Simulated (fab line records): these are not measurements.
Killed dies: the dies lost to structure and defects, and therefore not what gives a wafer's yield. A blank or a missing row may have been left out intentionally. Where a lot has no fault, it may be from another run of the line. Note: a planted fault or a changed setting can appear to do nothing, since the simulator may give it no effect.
Chamber matching :: flow nand harc :: NHARC_A_STAIRCASE_CMP_152 on cmp-01: 4 sister chambers
The step polishes. 8 wafers are shown with their chamber, then 8 later ones without.

== EACH WAFER AND ITS CHAMBER ==
wafer: L597.1
chamber: 1
motor current A (A): 12.7
slurry flow ml min: 150.0

wafer: L598.1
chamber: 2
motor current A (A): 13.6
slurry flow ml min: 150.7

wafer: L598.4
chamber: 1
motor current A (A): 12.7
slurry flow ml min: 149.7

wafer: L598.6
chamber: 0
motor current A (A): 12.2
slurry flow ml min: 150.7

wafer: L599.1
chamber: 2
motor current A (A): 12.6
slurry flow ml min: 149.6

wafer: L599.4
chamber: 3
motor current A (A): 9.8
slurry flow ml min: 149.6

wafer: L599.6
chamber: 0
motor current A (A): 12.4
slurry flow ml min: 149.8

wafer: L604.2
chamber: 3
motor current A (A): 10.5
slurry flow ml min: 150.6

== WAFERS WHOSE CHAMBER IS MISSING ==
wafer: L604.5
motor current A (A): 10.7
slurry flow ml min: 150.3

wafer: L604.6
motor current A (A): 12.5
slurry flow ml min: 149.7

wafer: L607.2
motor current A (A): 12.8
slurry flow ml min: 150.5

wafer: L607.3
motor current A (A): 12.5
slurry flow ml min: 151.5

wafer: L607.5
motor current A (A): 12.7
slurry flow ml min: 150.7

wafer: L612.2
motor current A (A): 12.7
slurry flow ml min: 149.8

wafer: L612.5
motor current A (A): 12.6
slurry flow ml min: 150.4

wafer: L612.6
motor current A (A): 10.3
slurry flow ml min: 149.7

== CHAMBER TAKEN BY EACH ==
wafer: L604.5
from the rows above: 3
in truth: 3

wafer: L604.6
from the rows above: can't be placed: 1 or 0 or 2
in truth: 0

wafer: L607.2
from the rows above: can't be placed: 2 or 1 or 0
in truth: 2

wafer: L607.3
from the rows above: can't be placed: 0 or 2 or 1
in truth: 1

wafer: L607.5
from the rows above: can't be placed: 0 or 2 or 1
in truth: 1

wafer: L612.2
from the rows above: can't be placed: 1 or 2 or 0
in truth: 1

wafer: L612.5
from the rows above: can't be placed: 0 or 1 or 2
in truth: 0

wafer: L612.6
from the rows above: 3
in truth: 3
Correct placement for 2 of the 8. Can't be placed from these rows: 6 (the true chamber is among the candidates in 6). Number placed wrongly: 0.
How it was worked out, from the rows above alone: a wafer's distance from a chamber is the root of the sum, over the readings, of the square of ((its reading less the chamber's mean) divided by the reading's scatter). If the next closest chamber is less than 2 further off than the closest, the wafer can't be placed; otherwise it belongs to the closest. For every chamber, the mean is computed from those of its wafers that are shown. How the scatter is found: for the shown wafers, subtract from each reading the mean of its chamber, square and add these, divide the total by (wafers less chambers), then take the root.
